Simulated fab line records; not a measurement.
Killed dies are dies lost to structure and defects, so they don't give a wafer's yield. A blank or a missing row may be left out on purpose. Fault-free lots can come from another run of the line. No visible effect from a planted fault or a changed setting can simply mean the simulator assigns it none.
fab line records	flow n5-finfet
record: lots: 7	wafers: 21
route steps=1938 shown BEOL_M8@1343 BEOL_M9@1461 BEOL_M10@1509 BEOL_M11@1554 BEOL_M12@1648 BEOL_M13@1682 PASSIVATION@1936
start-h: hours from the record's opening day to when the first of the lot's shown wafers began	wait-h: how many hours have passed since the lot's step before this one	" unchanged from the row above	L1.1+2: one row covering several wafers at once	- value missing, or start not given	* or withheld: withheld	< > ~ a bound
route shown NAME@n: names a module that has steps shown in the file, with the first one's number in the route	usual: mean/standard deviation of fault-free wafers	same: alike in all rows	chamber/n: place in a boat	sites: readings site by site	_std_site: standard deviation of those values	_edge_site: the outer-site mean with the inner-site mean subtracted	radius-mm: how far each site lies from the wafer's centre	mask NAME#n: copy n	behind: the last tool/chamber to shape the wafer	hold: why the lot was held/for how many hours/how that ended	device: transistor that didn't switch, given as n, p or np	end of line: the same wafers' tests at the end of the route	where a step has no rows: the recipe by itself	killed: count of dies lost to structure and defects at first sort (not the wafer's yield)	map: a wafer's dies, x killed, . not, _ none there
set.NAME: setting as actually run; set.NAME@STEP: the setting as run at that earlier step	model.NAME: the simulator's own value behind a step, which no gauge read
lots where settings were altered on purpose, with a table for each step and a row for each wafer
== steps ==
step: N5_BEOL_M8_PEB_09
recipe: peb-temp-c: withheld	peb-time-s: 60	resist: CAR-ArF
lot.wafer	tool	chamber	start-h	wait-h	set.peb-time-s
L076.3+4+5	litho-track-05	0	226.31	0.0	60
L079.1+5+6	litho-track-04	0	236.35	0.1	60
L086.1+4	litho-track-05	0	282.98	0.1	55.75
L086.6	"	0	"	"	60
L087.4	litho-track-05	0	296.52	0.0	60
L087.5+6	"	0	"	"	48.11
L088.1+6	litho-track-05	0	303.84	0.1	60
L088.5	"	0	"	"	56.03
L096.1	litho-track-02	0	349.46	0.1	63.55
L096.2+6	"	0	"	"	60
L097.1+3+6	litho-track-05	0	349.63	0.1	60
step: N5_BEOL_M8_DEVELOP_10
recipe: develop-time-s: 30	developer: TMAH	resist: CAR-ArF	rinse-liquid: diw	dry: air-spin	dev-temp-c: 23
step: N5_BEOL_M8_CD_MEAS_11
recipe: target-cd-nm: 38.5	landing-energy-ev: 500	detector: se-inlens	polarity: opening
usual: cd-nm: 38.4/0.64
lot.wafer	tool	chamber	start-h	wait-h	set.peb-time-s@BEOL_M8_PEB_09	cd-nm
L076.3	cd-sem-03	0	226.37	-	60	39.7
L076.4	"	0	"	"	60	38.7
L076.5	"	0	"	"	60	38.6
L079.1	cd-sem-02	0	236.42	-	60	40.3
L079.5	"	0	"	"	60	39.3
L079.6	"	0	"	"	60	38.4
L086.1	cd-sem-03	0	283.04	-	55.75	36.3
L086.4	"	0	"	"	55.75	36.1
L086.6	"	0	"	"	60	38.5
L087.4	cd-sem-02	0	296.59	-	60	38.7
L087.5	"	0	"	"	48.11	32.8
L087.6	"	0	"	"	48.11	32.8
L088.1	cd-sem-02	0	303.90	-	60	38.5
L088.5	"	0	"	"	56.03	36.6
L088.6	"	0	"	"	60	37.9
L096.1	cd-sem-01	0	349.53	-	63.55	38.2
L096.2	"	0	"	"	60	37.9
L096.6	"	0	"	"	60	37.6
L097.1	cd-sem-02	0	349.69	-	60	38.1
L097.3	"	0	"	"	60	38.3
L097.6	"	0	"	"	60	37.6
step: N5_BEOL_M8_DESCUM_16
recipe: chemistry: O2	time-s: 7.9	source-power-w: 50	bias-power-w: 20	pressure-mtorr: 20	rf-frequency-hz: 2.712e+07	temp-c: 40	resist: CAR-ArF	o2-flow-sccm: 225
step: N5_BEOL_M8_ETCH_61
recipe: chemistry: CF4	target: SiARC	target-depth-a: 455	mask-material: CAR-ArF	time-s: 75.8	ion-energy-ev: 80	pressure-mtorr: 40	source-w: 545	bias-w: 36	Ar_flow_sccm: 100	cf4-flow-sccm: 100	ends: cleared
lot.wafer	tool	chamber	start-h	wait-h	set.peb-time-s@BEOL_M8_PEB_09	model.BEOL_M8.cd-offset-nm
L076.3	rie-diel-01	3	226.61	0.0	60	0.6
L076.4	"	2	"	"	60	0
L076.5	"	3	"	"	60	-0.2
L079.1	rie-diel-02	2	236.93	0.0	60	1.2
L079.5	"	0	"	"	60	1
L079.6	"	1	"	"	60	-0.2
L086.1	rie-diel-02	2	283.17	0.0	55.75	-2.6
L086.4	"	1	"	"	55.75	-2.8
L086.6	"	2	"	"	60	0
L087.4	rie-diel-06	0	296.73	0.0	60	-0.8
L087.5	"	2	"	"	48.11	-5.8
L087.6	"	3	"	"	48.11	-5.2
L088.1	rie-diel-02	3	304.03	0.0	60	0.2
L088.5	"	3	"	"	56.03	-1.8
L088.6	"	2	"	"	60	-0.8
L096.1	rie-diel-06	1	349.65	0.0	63.55	0
L096.2+6	"	2	"	"	60	-0.6
L097.1	rie-diel-06	1	349.98	0.0	60	0
L097.3	"	2	"	"	60	-0.4
L097.6	"	2	"	"	60	-0.6
step: N5_BEOL_M8_ETCH_62
recipe: chemistry: N2/H2	target: SOC	target-depth-a: 1100	overetch-a: 220	mask-material: SiARC	temp-c: 40	time-s: 165	ion-energy-ev: 200	pressure-mtorr: 30	source-w: 840	bias-w: 150	n2-flow-sccm: 200	h2-flow-sccm: 200
lot.wafer	tool	chamber	start-h	wait-h	set.peb-time-s@BEOL_M8_PEB_09	model.BEOL_M8.cd-offset-nm
L076.3	rie-diel-01	3	226.66	0.0	60	1
L076.4+5	"	2,3	"	"	60	0
L079.1	rie-diel-02	2	236.98	0.0	60	1
L079.5	"	0	"	"	60	0.8
L079.6	"	1	"	"	60	0.2
L086.1	rie-diel-02	2	283.22	0.0	55.75	-2.6
L086.4	"	1	"	"	55.75	-2.4
L086.6	"	2	"	"	60	0
L087.4	rie-diel-06	0	296.79	0.0	60	-1
L087.5	"	2	"	"	48.11	-5.8
L087.6	"	3	"	"	48.11	-6.2
L088.1	rie-diel-02	3	304.08	0.0	60	0
L088.5	"	3	"	"	56.03	-2
L088.6	"	2	"	"	60	-0.8
L096.1	rie-diel-06	1	349.71	0.0	63.55	0.2
L096.2+6	"	2	"	"	60	-0.8
L097.1	rie-diel-06	1	350.03	0.0	60	0.4
L097.3	"	2	"	"	60	-0.6
L097.6	"	2	"	"	60	-0.8
step: N5_BEOL_M8_STRIP_68
recipe: chemistry: N2/H2	temp-c: 40	n2-flow-sccm: 200	h2-flow-sccm: 200	rf-frequency-hz: 6e+07
step: N5_BEOL_M8_STRIP_67
recipe: chemistry: CF4	resist: SiARC	power-w: 300	bias-power-w: 75	pressure-mtorr: 50	cf4-flow-sccm: 150	rf-frequency-hz: 6e+07
step: N5_BEOL_M8_HM_OPEN_17
recipe: chemistry: Cl2/BCl3	target-depth-a: 200	overetch-a: 60	target: TiN	mask-material: SOC	ion-energy-ev: 150	pressure-mtorr: 10	icp-w: 1000	bias-w: 126	Cl2_flow_sccm: 53.25	bcl3-flow-sccm: 21.75	Ar_flow_sccm: 25
lot.wafer	tool	chamber	start-h	wait-h	set.peb-time-s@BEOL_M8_PEB_09	model.BEOL_M8.cd-offset-nm
L076.3	rie-metal-03	1	226.89	0.1	60	1
L076.4+5	"	0,1	"	"	60	0.2
L079.1	rie-metal-01	0	237.17	0.0	60	1.2
L079.5	"	0	"	"	60	1
L079.6	"	1	"	"	60	0
L086.1	rie-metal-02	1	283.41	0.0	55.75	-2.4
L086.4	"	0	"	"	55.75	-2.2
L086.6	"	1	"	"	60	0.2
L087.4	rie-metal-03	1	297.00	0.1	60	-1
L087.5	"	1	"	"	48.11	-5.6
L087.6	"	0	"	"	48.11	-6
L088.1	rie-metal-02	0	304.27	0.0	60	0.2
L088.5	"	0	"	"	56.03	-1.8
L088.6	"	1	"	"	60	-0.6
L096.1	rie-metal-03	1	349.90	0.0	63.55	0.4
L096.2+6	"	0	"	"	60	-1
L097.1	rie-metal-02	0	350.22	0.0	60	0.4
L097.3+6	"	0	"	"	60	-0.6
step: N5_BEOL_M8_STRIP_19
recipe: chemistry: O2	power-w: 400	temp-c: 40	pressure-mtorr: 30	rf-frequency-hz: 6e+07	bias-power-w: 0	overash-fraction: 0.2	o2-flow-sccm: 225
step: N5_BEOL_M8_CD_MEAS_18
recipe: pitch-nm: 80	target-cd-nm: 40
usual: cd-nm: 40.1/0.66
lot.wafer	tool	chamber	start-h	wait-h	set.peb-time-s@BEOL_M8_PEB_09	cd-nm
L076.3	cd-sem-03	-	227.11	0.1	60	40.8
L076.4	"	-	"	"	60	40.3
L076.5	"	-	"	"	60	40.1
L079.1	cd-sem-01	-	237.42	0.0	60	40.9
L079.5	"	-	"	"	60	40.7
L079.6	"	-	"	"	60	39.8
L086.1	cd-sem-02	-	283.59	0.0	55.75	37.8
L086.4	"	-	"	"	55.75	38.1
L086.6	"	-	"	"	60	40.1
L087.4	cd-sem-03	-	297.16	0.1	60	39.0
L087.5	"	-	"	"	48.11	34.6
L087.6	"	-	"	"	48.11	34.0
L088.1	cd-sem-01	-	304.46	0.1	60	40.1
L088.5	"	-	"	"	56.03	38.6
L088.6	"	-	"	"	60	39.1
L096.1	cd-sem-02	-	350.13	0.0	63.55	40.5
L096.2	"	-	"	"	60	39.2
L096.6	"	-	"	"	60	38.9
L097.1	cd-sem-02	-	350.40	0.0	60	40.6
L097.3	"	-	"	"	60	39.6
L097.6	"	-	"	"	60	39.4
step: N5_BEOL_M8_COAT_63
recipe: resist: SOC	temp-c: 250	time-s: 60	spin-rpm: 1500	resist-thk-nm: 60
step: N5_BEOL_M8_COAT_64
recipe: resist: SiARC	temp-c: 220	time-s: 60	spin-rpm: 1500	resist-thk-nm: 12
step: N5_BEOL_M8_PRECLEAN_42
recipe: chemistry: residue-remover	time-s: 60	temp-c: 40
step: N5_BEOL_M8_SRD_43
recipe: time-s: 30	temp-c: 23	rinse-liquid: diw	dry: ipa-marangoni
step: N5_BEOL_M8_CD_MEAS_35
recipe: target-cd-nm: 40	polarity: opening
usual: cd-nm: 40.1/0.71
lot.wafer	tool	chamber	start-h	wait-h	set.peb-time-s@BEOL_M8_PEB_09	cd-nm
L076.3	cd-sem-01	-	228.33	0.0	60	41.1
L076.4	"	-	"	"	60	40.2
L076.5	"	-	"	"	60	40.4
L079.1	cd-sem-03	-	238.69	0.0	60	41.3
L079.5	"	-	"	"	60	40.8
L079.6	"	-	"	"	60	39.9
L086.1	cd-sem-03	-	284.66	0.0	55.75	37.4
L086.4	"	-	"	"	55.75	38.1
L086.6	"	-	"	"	60	40.2
L087.4	cd-sem-01	-	299.24	0.0	60	38.9
L087.5	"	-	"	"	48.11	34.2
L087.6	"	-	"	"	48.11	34.0
L088.1	cd-sem-02	-	305.60	0.0	60	39.8
L088.5	"	-	"	"	56.03	38.2
L088.6	"	-	"	"	60	39.3
L097.1	cd-sem-02	-	352.78	0.0	60	40.0
L097.3	"	-	"	"	60	39.1
L097.6	"	-	"	"	60	39.1
L096.1	cd-sem-01	-	352.90	0.0	63.55	40.5
L096.2	"	-	"	"	60	39.4
L096.6	"	-	"	"	60	39.0
step: N5_BEOL_M8_DEP_56
recipe: material: SiCN	target-thk-a: 100	temp-c: withheld	precursor: 3MS/NH3	pressure-torr: 3	rf-w: 202	time-s: 17.5
lot.wafer	tool	chamber	start-h	wait-h	set.time-s	model.SiCN_of_BEOL_M8_DEP_56.thk-nm
L076.3+5	pecvd-01	0,1	232.81	0.0	17.5	10.2
L076.4	"	2	"	"	16.57	9.8
L079.1	pecvd-01	1	241.51	0.0	16.33	9.2
L079.5	"	2	"	"	16.33	9.6
L079.6	"	1	"	"	17.5	9.8
L086.1	pecvd-03	2	290.10	0.0	17.5	10
L086.4+6	"	2,0	"	"	18.53	10.6
L087.4+5	pecvd-03	2,0	301.44	0.0	16.63	9.6
L087.6	"	1	"	"	17.5	10.2
L088.1	pecvd-02	1	309.50	0.0	17.5	10
L088.5	"	2	"	"	17.5	10.2
L088.6	"	1	"	"	18.63	10.8
L097.1+3	pecvd-03	2,1	355.24	0.0	17.5	9.8
L097.6	"	0	"	"	17.5	10
L096.1	pecvd-02	1	355.48	0.0	18.3	10.4
L096.2	"	2	"	"	17.5	10.2
L096.6	"	2	"	"	18.3	11
step: N5_BEOL_M9_SPUTTER_48
recipe: material: Cu	target-thk-a: 120	temp-c: -20	bias-v: 60	power-w: 26000	chamber-pressure-pa: 0.13	time-s: 2
lot.wafer	tool	chamber	start-h	wait-h	set.power-w
L076.3+4+5	pvd-sputter-03	-	237.67	0.1	26000
L079.1+5+6	pvd-sputter-01	-	247.26	0.1	26000
L086.1+4	pvd-sputter-02	-	297.17	0.1	26000
L086.6	"	-	"	"	21690
L087.4+5	pvd-sputter-02	-	308.45	0.1	26000
L087.6	"	-	"	"	27370
L088.1+5+6	pvd-sputter-02	-	317.69	0.1	26000
L097.1+3+6	pvd-sputter-03	-	363.29	0.2	26000
L096.1+6	pvd-sputter-02	-	363.29	0.2	26000
L096.2	"	-	"	"	29040
step: N5_BEOL_M10_VIA_ETCH_34
recipe: chemistry: C4F6/O2	target: SiCOH_lowk	target-depth-a: 1845	mask-material: SOC	taper-deg: 4	time-s: 69.2	ion-energy-ev: 250	pressure-mtorr: 30	source-w: 345	bias-w: 185	Ar_flow_sccm: 300	C4F6_flow_sccm: 10	O2_flow_sccm: 10
lot.wafer	tool	chamber	start-h	wait-h	set.time-s	model.etch.depth-nm	model.SOC_of_BEOL_M10_COAT_63.thk-nm
L076.3	rie-diel-06	2	242.05	0.0	78.78	211	90.8
L076.4	"	0	"	"	78.78	207.1	90.8
L076.5	"	0	"	"	69.2	181.2	92.4
L079.1	rie-diel-06	3	254.04	0.0	69.2	179.4	92
L079.5	"	0	"	"	75.14	195.7	91.2
L079.6	"	1	"	"	69.2	191.2	91.2
L086.1	rie-diel-01	3	302.63	0.0	77.76	209.5	91.2
L086.4	"	0	"	"	77.76	215.8	90.8
L086.6	"	2	"	"	69.2	177.2	92.4
L087.4	rie-diel-06	0	317.26	0.0	76.38	198.4	91.4
L087.5	"	3	"	"	76.38	200	91.2
L087.6	"	0	"	"	76.38	199.7	91
L088.1	rie-diel-06	0	324.02	0.0	69.2	181.6	91.8
L088.5	"	1	"	"	78.66	214.3	90
L088.6	"	0	"	"	69.2	181	91.8
L096.1	rie-diel-01	2	369.26	0.0	74.85	190.5	91.8
L096.2	"	0	"	"	74.85	206.8	91.2
L096.6	"	0	"	"	69.2	191.7	91.6
L097.1	rie-diel-02	0	369.43	0.0	69.2	189.6	92.4
L097.3	"	3	"	"	69.2	184.1	92.4
L097.6	"	2	"	"	69.2	186.8	92.6
step: N5_BEOL_M11_ETCH_62
recipe: chemistry: N2/H2	target: SOC	target-depth-a: 1100	overetch-a: 220	mask-material: SiARC	temp-c: 40	time-s: 165	ion-energy-ev: 200	pressure-mtorr: 30	source-w: 840	bias-w: 150	n2-flow-sccm: 200	h2-flow-sccm: 200
lot.wafer	tool	chamber	start-h	wait-h	set.time-s	model.SiARC_of_BEOL_M11_COAT_60.thk-nm
L076.3	rie-diel-04	1	248.41	0.0	179	23.2
L076.4+5	"	0	"	"	165	23.8
L079.1	rie-diel-05	3	260.57	0.0	165	23.6
L079.5	"	1	"	"	155.7	23.8
L079.6	"	0	"	"	155.7	24.2
L086.1	rie-diel-05	2	308.72	0.0	175.8	23.2
L086.4	"	0	"	"	175.8	23.4
L086.6	"	3	"	"	175.8	23
L087.4	rie-diel-04	0	324.46	0.0	129.2	25.2
L087.5	"	3	"	"	165	24
L087.6	"	0	"	"	165	23.8
L088.1	rie-diel-05	3	329.85	0.0	179.7	23.2
L088.5	"	1	"	"	165	23.2
L088.6	"	0	"	"	165	23.8
L096.1	rie-diel-05	0	374.97	0.0	165	24
L096.2	"	2	"	"	194.6	22.2
L096.6	"	3	"	"	194.6	22.6
L097.1+6	rie-diel-03	2	375.47	0.0	165	23.6
L097.3	"	1	"	"	165	23.4
step: N5_BEOL_M11_COAT_63
recipe: resist: SOC	temp-c: 250	time-s: 60	spin-rpm: 1500	resist-thk-nm: 100
lot.wafer	tool	chamber	start-h	wait-h	set.spin-rpm	model.SOC_of_BEOL_M11_COAT_63.thk-nm
L076.3	litho-track-03	0	252.91	4.1	1500	100.2
L076.4	"	0	"	"	1354	105
L076.5	"	0	"	"	1500	100
L079.1	litho-track-02	0	263.28	2.3	1500	100
L079.5	"	0	"	"	1442	101.8
L079.6	"	0	"	"	1442	102
L086.1	litho-track-05	0	309.22	0.0	1500	100
L086.4+6	"	0	"	"	1383	104.4
L087.4	litho-track-02	0	327.09	2.1	1500	99.8
L087.5	"	0	"	"	1500	100
L087.6	"	0	"	"	1500	100.2
L088.1	litho-track-05	0	330.65	0.3	1500	100.2
L088.5+6	"	0	"	"	1379	104.6
L096.1+6	litho-track-03	0	378.45	3.1	1500	100.2
L096.2	"	0	"	"	1500	100
L097.1+6	litho-track-05	0	378.64	2.8	1500	100.2
L097.3	"	0	"	"	1500	100.6
step: N5_BEOL_M11_COAT_64
recipe: resist: SiARC	temp-c: 220	time-s: 60	spin-rpm: 1500	resist-thk-nm: 30
step: N5_BEOL_M11_COAT_22
recipe: resist: CAR-ArF	spin-rpm: 1500	resist-thk-nm: 90
step: N5_BEOL_M11_DESCUM_33
recipe: chemistry: O2	time-s: 7.9	source-power-w: 50	bias-power-w: 20	pressure-mtorr: 20	rf-frequency-hz: 2.712e+07	temp-c: 40	resist: CAR-ArF	o2-flow-sccm: 225
step: N5_BEOL_M11_ETCH_65
recipe: chemistry: CF4	target: SiARC	target-depth-a: 390	mask-material: CAR-ArF	time-s: 65	ion-energy-ev: 80	pressure-mtorr: 40	source-w: 545	bias-w: 36	Ar_flow_sccm: 100	cf4-flow-sccm: 100	ends: cleared
step: N5_BEOL_M11_ETCH_66
recipe: chemistry: N2/H2	target: SOC	target-depth-a: 1200	overetch-a: 240	mask-material: SiARC	temp-c: 40	time-s: 180	ion-energy-ev: 200	pressure-mtorr: 30	source-w: 840	bias-w: 150	n2-flow-sccm: 200	h2-flow-sccm: 200
lot.wafer	tool	chamber	start-h	wait-h	set.spin-rpm@BEOL_M11_COAT_63	model.etch.depth-nm
L076.3	rie-diel-05	2	253.33	0.0	1500	100.2
L076.4	"	1	"	"	1354	105.1
L076.5	"	3	"	"	1500	99.96
L079.1	rie-diel-03	0	263.83	0.0	1500	100
L079.5	"	1	"	"	1442	101.9
L079.6	"	0	"	"	1442	102.1
L086.1	rie-diel-04	3	309.90	0.0	1500	100.1
L086.4	"	1	"	"	1383	104.3
L086.6	"	3	"	"	1383	104.5
L087.4	rie-diel-05	2	327.72	0.0	1500	99.86
L087.5+6	"	0,1	"	"	1500	100.1
L088.1	rie-diel-04	0	331.20	0.0	1500	100.2
L088.5+6	"	2,1	"	"	1379	104.5
L096.1	rie-diel-05	3	378.87	0.0	1500	100.2
L096.2	"	1	"	"	1500	100.1
L096.6	"	1	"	"	1500	100.3
L097.1	rie-diel-03	1	379.19	0.0	1500	100.1
L097.3	"	0	"	"	1500	100.5
L097.6	"	0	"	"	1500	100.3
step: N5_BEOL_M11_STRIP_69
recipe: chemistry: N2/H2	temp-c: 40	n2-flow-sccm: 200	h2-flow-sccm: 200	rf-frequency-hz: 6e+07
step: N5_BEOL_M11_VIA_ETCH_34
recipe: chemistry: C4F6/O2	target: SiCOH_lowk	target-depth-a: 1845	mask-material: SOC	taper-deg: 4	time-s: 69.2	ion-energy-ev: 250	pressure-mtorr: 30	source-w: 345	bias-w: 185	Ar_flow_sccm: 300	C4F6_flow_sccm: 10	O2_flow_sccm: 10
lot.wafer	tool	chamber	start-h	wait-h	set.spin-rpm@BEOL_M11_COAT_63	model.SOC_of_BEOL_M11_COAT_63.thk-nm
L076.3	rie-diel-05	2	253.45	0.0	1500	92.4
L076.4	"	1	"	"	1354	97.2
L076.5	"	3	"	"	1500	91.8
L079.1	rie-diel-03	0	263.95	0.0	1500	91.8
L079.5	"	1	"	"	1442	94
L079.6	"	0	"	"	1442	93.8
L086.1	rie-diel-04	3	310.03	0.0	1500	92.2
L086.4+6	"	1,3	"	"	1383	96.6
L087.4+6	rie-diel-05	2,1	327.84	0.0	1500	92
L087.5	"	0	"	"	1500	91.8
L088.1	rie-diel-04	0	331.32	0.0	1500	92.2
L088.5	"	2	"	"	1379	96.6
L088.6	"	1	"	"	1379	96.8
L096.1	rie-diel-05	3	378.99	0.0	1500	92.4
L096.2	"	1	"	"	1500	92
L096.6	"	1	"	"	1500	92.2
L097.1	rie-diel-03	1	379.31	0.0	1500	92
L097.3	"	0	"	"	1500	92.2
L097.6	"	0	"	"	1500	91.8
step: N5_BEOL_M12_SPUTTER_43
recipe: material: TaN	target-thk-a: 150	temp-c: 50	bias-v: 168.6	power-w: 15000	chamber-pressure-pa: 0.12	time-s: 24.19
lot.wafer	tool	chamber	start-h	wait-h	set.time-s	model.TaN_of_BEOL_M12_SPUTTER_43.thk-nm
L076.3	pvd-sputter-02	-	265.51	0.0	24.19	15
L076.4	"	-	"	"	24.19	14.6
L076.5	"	-	"	"	24.19	14.8
L079.1	pvd-sputter-02	-	273.17	0.0	24.19	15
L079.5	"	-	"	"	24.19	15.2
L079.6	"	-	"	"	24.19	14.8
L086.1	pvd-sputter-02	-	316.21	0.0	24.19	14.4
L086.4	"	-	"	"	24.19	14.8
L086.6	"	-	"	"	24.19	14.6
L087.4	pvd-sputter-01	-	337.35	0.0	21	13
L087.5	"	-	"	"	24.19	15.2
L087.6	"	-	"	"	24.19	15
L088.1+5+6	pvd-sputter-03	-	337.71	0.0	24.19	15
L096.1	pvd-sputter-01	-	386.01	0.0	24.19	14.8
L096.2	"	-	"	"	24.19	15.2
L096.6	"	-	"	"	21.84	13.4
L097.1	pvd-sputter-03	-	389.22	0.0	24.19	14.8
L097.3	"	-	"	"	24.19	15.2
L097.6	"	-	"	"	24.19	15
step: N5_BEOL_M12_SPUTTER_44
recipe: material: Ta	target-thk-a: 100	temp-c: 50	bias-v: 80	power-w: 15000	chamber-pressure-pa: 0.07	time-s: 16.13
lot.wafer	tool	chamber	start-h	wait-h	set.time-s	model.Ta_of_BEOL_M12_SPUTTER_44.thk-nm
L076.3	pvd-sputter-02	-	265.59	0.0	18.49	11.4
L076.4+5	"	-	"	"	16.13	10
L079.1+5+6	pvd-sputter-02	-	273.25	0.0	16.13	10
L086.1	pvd-sputter-02	-	316.29	0.0	16.13	10
L086.4	"	-	"	"	18.48	11.6
L086.6	"	-	"	"	16.13	10.2
L087.4+6	pvd-sputter-01	-	337.43	0.0	16.13	9.6
L087.5	"	-	"	"	16.13	10
L088.1+5	pvd-sputter-03	-	337.79	0.0	16.13	9.8
L088.6	"	-	"	"	16.77	10.4
L096.1	pvd-sputter-01	-	386.09	0.0	17.32	10.8
L096.2	"	-	"	"	17.32	11
L096.6	"	-	"	"	16.13	10.2
L097.1+6	pvd-sputter-03	-	389.30	0.0	16.13	10
L097.3	"	-	"	"	16.13	10.2
step: N5_BEOL_M13_COAT_22
recipe: spin-rpm: 2888	resist-thk-nm: 300
lot.wafer	tool	chamber	start-h	wait-h	set.spin-rpm	model.coat_of_BEOL_M13_COAT_22.thk-nm
L076.3	litho-track-02	0	-	-	2888	301.2
L076.4	"	0	"	"	2755	308.2
L076.5	"	0	"	"	2888	300.6
L079.1	litho-track-05	0	-	-	2888	299.8
L079.5	"	0	"	"	2888	299.6
L079.6	"	0	"	"	2648	313.2
L086.1	litho-track-04	0	-	-	3128	287
L086.4	"	0	"	"	3128	288.2
L086.6	"	0	"	"	2888	299.2
L087.4	litho-track-02	0	-	-	2888	301
L087.5	"	0	"	"	2888	301.2
L087.6	"	0	"	"	2888	300.6
L088.1	litho-track-02	0	-	-	2888	299.4
L088.5+6	"	0	"	"	2888	299.8
L096.1	litho-track-04	0	-	-	2888	300
L096.2	"	0	"	"	2888	300.2
L096.6	"	0	"	"	2888	299.6
L097.1	litho-track-05	0	-	-	2888	301.2
L097.3	"	0	"	"	2888	302.2
L097.6	"	0	"	"	2888	301.6
step: N5_PASSIVATION_PROBE_49
usual: defect-limited-yield: 91.4/1.4	killed-dies: 102/17	sort-yield-pct: 91.3/1.5
lot.wafer	tool	chamber	start-h	wait-h	set.peb-time-s@BEOL_M8_PEB_09	set.power-w@BEOL_M9_SPUTTER_48	set.time-s@BEOL_M7_PECVD_70	defect-limited-yield[%]	killed-dies	sort-yield-pct[%]
L076.3	prober-01	-	296.17	0.1	60	26000	22.7	89.2	127	87.9
L076.4	prober-01	-	296.22	0.2	60	26000	22.7	88.2	139	88.2
L076.5	prober-01	-	296.27	0.2	60	26000	22.7	91.7	98	91.7
L079.1	prober-01	-	310.29	0.0	60	26000	22.7	0	1180	0
L079.5	prober-01	-	310.49	0.2	60	26000	22.7	0	1180	0
L079.6	prober-01	-	310.54	0.3	60	26000	22.7	0	1180	0
L086.1	prober-01	-	350.99	0.0	55.75	26000	25.9	0	1180	0
L086.4	prober-01	-	351.14	0.2	55.75	26000	25.9	0	1180	0
L086.6	prober-01	-	351.24	0.3	60	21690	25.9	0	1180	0
L087.4	prober-02	-	373.17	0.2	60	26000	21.31	89.2	127	89.2
L087.5	prober-02	-	373.22	0.2	48.11	26000	22.7	11.9	1040	11.9
L087.6	prober-02	-	373.27	0.3	48.11	27370	21.31	10.8	1052	10.8
L088.1	prober-01	-	376.13	0.0	60	26000	22.7	90.3	115	90.2
L088.5	prober-01	-	376.33	0.2	56.03	26000	22.7	56.0	519	56.0
L088.6	prober-01	-	376.38	0.3	60	26000	22.7	90.3	114	90.3
L096.1	prober-01	-	419.01	0.0	63.55	26000	20.38	92.2	92	92.2
L096.2	prober-01	-	419.06	0.1	60	29040	20.38	91.4	102	91.4
L096.6	prober-01	-	419.26	0.3	60	26000	22.7	91.9	96	91.9
L097.1	prober-02	-	424.95	0.0	60	26000	22.7	91.4	101	91.4
L097.3	prober-02	-	425.05	0.1	60	26000	22.7	90.7	110	90.7
L097.6	prober-02	-	425.20	0.3	60	26000	22.7	92.3	91	92.2
== key ==
split: step: N5_BEOL_M8_PEB_09	setting: peb-time-s	stated: 60	by: wafer
response: step: N5_BEOL_M8_CD_MEAS_11	reading: cd-nm	change: +0.282	per: 1%	r: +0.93
response: step: N5_BEOL_M8_ETCH_61	reading: model.BEOL_M8.cd-offset-nm	change: +0.241	per: 1%	r: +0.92
response: step: N5_BEOL_M8_ETCH_62	reading: model.BEOL_M8.cd-offset-nm	change: +0.256	per: 1%	r: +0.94
response: step: N5_BEOL_M8_HM_OPEN_17	reading: model.BEOL_M8.cd-offset-nm	change: +0.252	per: 1%	r: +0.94
response: step: N5_BEOL_M8_CD_MEAS_18	reading: cd-nm	change: +0.237	per: 1%	r: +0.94
response: step: N5_BEOL_M8_CD_MEAS_35	reading: cd-nm	change: +0.248	per: 1%	r: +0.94
response: step: N5_PASSIVATION_PROBE_49	reading: defect-limited-yield	slope: +4.64	per: 1%	together-with: power-w@BEOL_M9_SPUTTER_48,time-s@BEOL_M7_PECVD_70	explained: 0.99
response: step: N5_PASSIVATION_PROBE_49	reading: killed-dies	slope: -54.8	per: 1%	together-with: power-w@BEOL_M9_SPUTTER_48,time-s@BEOL_M7_PECVD_70	explained: 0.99
response: step: N5_PASSIVATION_PROBE_49	reading: sort-yield-pct	slope: +4.64	per: 1%	together-with: power-w@BEOL_M9_SPUTTER_48,time-s@BEOL_M7_PECVD_70	explained: 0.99
split: step: N5_BEOL_M8_DEP_56	setting: time-s	stated: 17.5	by: wafer
response: step: N5_BEOL_M8_DEP_56	reading: model.SiCN_of_BEOL_M8_DEP_56.thk-nm	change: +0.093	per: 1%	r: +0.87
split: step: N5_BEOL_M9_SPUTTER_48	setting: power-w	stated: 26000	by: wafer
response: step: N5_PASSIVATION_PROBE_49	reading: defect-limited-yield	slope: +2.09	per: 1%	together-with: peb-time-s@BEOL_M8_PEB_09,time-s@BEOL_M7_PECVD_70	explained: 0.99
response: step: N5_PASSIVATION_PROBE_49	reading: killed-dies	slope: -24.6	per: 1%	together-with: peb-time-s@BEOL_M8_PEB_09,time-s@BEOL_M7_PECVD_70	explained: 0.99
response: step: N5_PASSIVATION_PROBE_49	reading: sort-yield-pct	slope: +2.09	per: 1%	together-with: peb-time-s@BEOL_M8_PEB_09,time-s@BEOL_M7_PECVD_70	explained: 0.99
split: step: N5_BEOL_M10_VIA_ETCH_34	setting: time-s	stated: 69.2	by: wafer
response: step: N5_BEOL_M10_VIA_ETCH_34	reading: model.etch.depth-nm	change: +2.12	per: 1%	r: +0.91
response: step: N5_BEOL_M10_VIA_ETCH_34	reading: model.SOC_of_BEOL_M10_COAT_63.thk-nm	change: -0.102	per: 1%	r: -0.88
split: step: N5_BEOL_M11_ETCH_62	setting: time-s	stated: 165	by: wafer
response: step: N5_BEOL_M11_ETCH_62	reading: model.SiARC_of_BEOL_M11_COAT_60.thk-nm	change: -0.0686	per: 1%	r: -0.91
split: step: N5_BEOL_M11_COAT_63	setting: spin-rpm	stated: 1500	by: wafer
response: step: N5_BEOL_M11_COAT_63	reading: model.SOC_of_BEOL_M11_COAT_63.thk-nm	change: -0.53	per: 1%	r: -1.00
response: step: N5_BEOL_M11_ETCH_66	reading: model.etch.depth-nm	change: -0.527	per: 1%	r: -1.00
response: step: N5_BEOL_M11_VIA_ETCH_34	reading: model.SOC_of_BEOL_M11_COAT_63.thk-nm	change: -0.545	per: 1%	r: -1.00
split: step: N5_BEOL_M12_SPUTTER_43	setting: time-s	stated: 24.19	by: wafer
response: step: N5_BEOL_M12_SPUTTER_43	reading: model.TaN_of_BEOL_M12_SPUTTER_43.thk-nm	change: +0.161	per: 1%	r: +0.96
split: step: N5_BEOL_M12_SPUTTER_44	setting: time-s	stated: 16.13	by: wafer
response: step: N5_BEOL_M12_SPUTTER_44	reading: model.Ta_of_BEOL_M12_SPUTTER_44.thk-nm	change: +0.1	per: 1%	r: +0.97
split: step: N5_BEOL_M13_COAT_22	setting: spin-rpm	stated: 2888	by: wafer
response: step: N5_BEOL_M13_COAT_22	reading: model.coat_of_BEOL_M13_COAT_22.thk-nm	change: -1.52	per: 1%	r: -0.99
split outside-this-file step=N5_BEOL_M7_PECVD_70 setting=time-s
split outside-this-file: this setting was split too, and the file shows its column; the key of that split is in another file
